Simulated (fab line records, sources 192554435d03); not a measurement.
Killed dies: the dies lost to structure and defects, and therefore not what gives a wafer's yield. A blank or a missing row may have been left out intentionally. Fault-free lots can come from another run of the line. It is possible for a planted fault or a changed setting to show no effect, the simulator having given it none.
The same fault as seen by 3 desks -- flow n5-finfet -- each desk has only its own numbers; what lay behind them comes last
Where a reading is given only as a bound, like >300, the bound stands for it, and a mean or a difference that rests on one is marked > or <: the true number lies beyond.

== METROLOGY DESK ==
What the gauges read for every lot (on any tool): the sampled wafers with a number, averaged. A lot is out of limits, marked OUT, if its mean lies more than 4 standard deviations from the usual mean; the brackets give that distance. Readings shown: 7 of its 10, picked as those furthest out on some lot.
Columns: A = DIBL_N at N5_BEOL_M4_RC_MEAS_101, usual 35.8 mV/V; B = IOFF_N at N5_BEOL_M4_RC_MEAS_101, usual 0.153 nA/um; C = ION_N at N5_BEOL_M4_RC_MEAS_101, usual 673 uA/um; D = SS_N at N5_BEOL_M4_RC_MEAS_101, usual 71.4 mV/dec; E = SS_P at N5_BEOL_M4_RC_MEAS_101, usual 73.2 mV/dec; F = VT_N at N5_BEOL_M4_RC_MEAS_101, usual 250 mV; G = VT_P at N5_BEOL_M4_RC_MEAS_101, usual -250 mV
lot,first seen here,A,B,C,D,E,F,G
L495,day 8 01:53,34.2,0.136,680,70.6,72.5,250,-251
L510,day 12 05:05,34.9,0.135,667,71.7,72.6,255,-250
L512,day 12 12:02,34.1,0.131,660,71.1,73.3,253,-254
L514,day 13 01:18,37.8,0.182,680,72.0,74.3,251,-251
Finding of this desk: none of the 4 lots has anything out of limits.

== DESK OF THE TOOL OWNER: pecvd-03 ==
The tool's own readings at N5_BEOL_M0_SAQP_PECVD_04 (deposits a-Si from SiH4/He, target thk 60 nm, time 60.2 s): means of the sampled wafers that have a number, for each lot that ran on this tool. A lot is out of limits, marked OUT, if its mean lies more than 4 standard deviations from the usual mean; the brackets give that distance.
Columns: A = heater-power-w at N5_BEOL_M0_SAQP_PECVD_04, usual 618 W; B = showerhead-plenum-p-Torr at N5_BEOL_M0_SAQP_PECVD_04, usual 5.70 Torr; C = throttle-valve-pct at N5_BEOL_M0_SAQP_PECVD_04, usual 18.4 %
lot,first seen here,A,B,C
L495,day 5 10:37,626,5.74,18.7
L512,day 9 18:32,689,5.77,18.9
L514,day 10 07:14,585,5.77,19.4
Finding of this desk: none of the 3 lots has anything out of limits.

== THE DEFECT DESK ==
Inspection counts along the route, by lot: the mean over sampled wafers that carry a number. A lot is out of limits, marked OUT, if its mean lies more than 4 standard deviations from the usual mean; the brackets give that distance.
Columns: A = raw-defect-count at N5_BEOL_M0_SAQP_INSPECT_16, usual 496; B = raw-defect-count at N5_BEOL_M0_SAQP_INSPECT_42, usual 294; C = raw-defect-count at N5_BEOL_M0_CUTY_INSPECT_59, usual 2.0
lot,first seen here,A,B,C
L495,day 5 11:05,447,317,2.0
L510,day 9 09:33,528,336,1.3
L512,day 9 19:05,1261 (+6.4) OUT,1061 (+10) OUT,>300 (+99 or more) OUT
L514,day 10 08:00,1340 (+7.0) OUT,1143 (+11) OUT,>300 (+99 or more) OUT
This desk's verdict: out of limits on L512, L514, starting with L512 at day 9 19:05 (raw-defect-count at N5_BEOL_M0_SAQP_INSPECT_16). Within limits: L495, L510.

== PUT TOGETHER ==
The defect desk could have raised an alarm at day 9 19:05, on L512, L514.
At the metrology desk, nothing out of limits was observed.
The tool owner's desk saw nothing out of limits.
The metrology desk holds a record of L512, L514, inside its limits.
The tool owner's desk has L512, L514 on record, within its limits.
The lots listed all ran N5_BEOL_M0_SAQP_PECVD_04 on pecvd-03.

== WHAT THE SIMULATOR HAD PUT IN ==
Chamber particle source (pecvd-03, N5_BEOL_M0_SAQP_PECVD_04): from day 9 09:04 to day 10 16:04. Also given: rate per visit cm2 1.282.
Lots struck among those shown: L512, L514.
Hours from the fault's start to each desk's first reading out of limits: the defect desk, 10.
